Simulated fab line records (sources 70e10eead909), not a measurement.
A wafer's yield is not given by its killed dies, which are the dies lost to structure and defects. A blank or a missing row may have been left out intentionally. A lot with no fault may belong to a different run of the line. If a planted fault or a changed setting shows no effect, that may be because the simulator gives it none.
Matching of chambers | flow nand harc | 4 sister chambers for NHARC_A_M1_CMP_23 on cmp-01
The step polishes, t overpolish 20 s, target thk 154.34 nm. 20 wafers are shown with their chamber, then 10 later ones without.

== EACH WAFER AND ITS CHAMBER ==
wafer  | chamber | motor current A (A) | time to endpoint s (s) | retaining ring pressure frac
L075.2 | 0       | 10.9                | 28.8                   | 1.011
L075.3 | 3       | 13.8                | 25.6                   | 1.000
L075.5 | 1       | 12.3                | 29.6                   | 1.005
L080.2 | 3       | 14.1                | 26.5                   | 0.995
L080.5 | 0       | 10.5                | 30.1                   | 0.998
L080.6 | 3       | 14.7                | 28.3                   | 0.999
L079.3 | 0       | 10.7                | 29.0                   | 1.005
L079.4 | 1       | 12.4                | 30.8                   | 1.001
L079.5 | 0       | 10.0                | 27.3                   | 1.009
L081.2 | 3       | 14.7                | 26.8                   | 0.997
L081.4 | 2       | 11.4                | 20.3                   | 1.013
L081.6 | 1       | 11.7                | 28.2                   | 1.003
L088.2 | 2       | 11.5                | 26.6                   | 0.995
L088.5 | 0       | 10.9                | 30.2                   | 0.993
L088.6 | 1       | 11.8                | 32.0                   | 1.004
L087.1 | 2       | 11.8                | 21.2                   | 1.005
L087.3 | 1       | 12.5                | 31.1                   | 1.003
L087.6 | 1       | 11.4                | 29.1                   | 1.013
L086.1 | 2       | 11.6                | 26.0                   | 0.991
L086.3 | 3       | 14.3                | 27.7                   | 0.997

SIGNATURES (means of the wafers above)
reading                      | chamber 0 | chamber 1 | chamber 2 | chamber 3 | scatter within a chamber
motor current A              | 10.600    | 12.017    | 11.575    | 14.320    | 0.374
time to endpoint s           | 29.080    | 30.133    | 23.525    | 26.980    | 1.79
retaining ring pressure frac | 1.00320   | 1.00483   | 1.00100   | 0.99760   | 0.00627
Rule: distance of a wafer from a chamber = root of the sum over the readings of ((wafer's reading minus chamber's mean) / reading's scatter) squared. The wafer belongs to the nearest chamber; if the next one is less than 2 further off, it can't be placed. The scatter is the square root of a quotient: the sum, over the shown wafers, of each reading's squared deviation from its chamber's mean, divided by wafers minus chambers.

== WAFERS MISSING THEIR CHAMBER ==
wafer  | motor current A (A) | time to endpoint s (s) | retaining ring pressure frac
L086.4 | 10.7                | 30.1                   | 0.998
L094.3 | 11.6                | 32.2                   | 0.997
L094.4 | 12.1                | 24.9                   | 0.993
L094.5 | 11.0                | 28.3                   | 0.997
L092.2 | 10.9                | 27.1                   | 0.993
L092.3 | 11.9                | 32.0                   | 0.988
L092.6 | 10.8                | 27.4                   | 0.998
L095.1 | 13.9                | 29.2                   | 1.002
L095.2 | 12.5                | 31.7                   | 0.999
L095.4 | 10.6                | 28.1                   | 0.999

== WHICH CHAMBER EACH WENT THROUGH ==
wafer  | from the rows above          | in truth
L086.4 | 0                            | 0
L094.3 | can't be placed: 1 or 0      | 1
L094.4 | can't be placed: 2 or 1      | 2
L094.5 | can't be placed: 0 or 2 or 1 | 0
L092.2 | can't be placed: 0 or 2 or 1 | 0
L092.3 | can't be placed: 1 or 0      | 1
L092.6 | can't be placed: 0 or 2      | 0
L095.1 | 3                            | 3
L095.2 | 1                            | 1
L095.4 | 0                            | 0
4 of 10 placed correctly. From these rows, 6 cannot be placed; in 6 the true chamber is one of the candidates. Wrongly placed: 0.
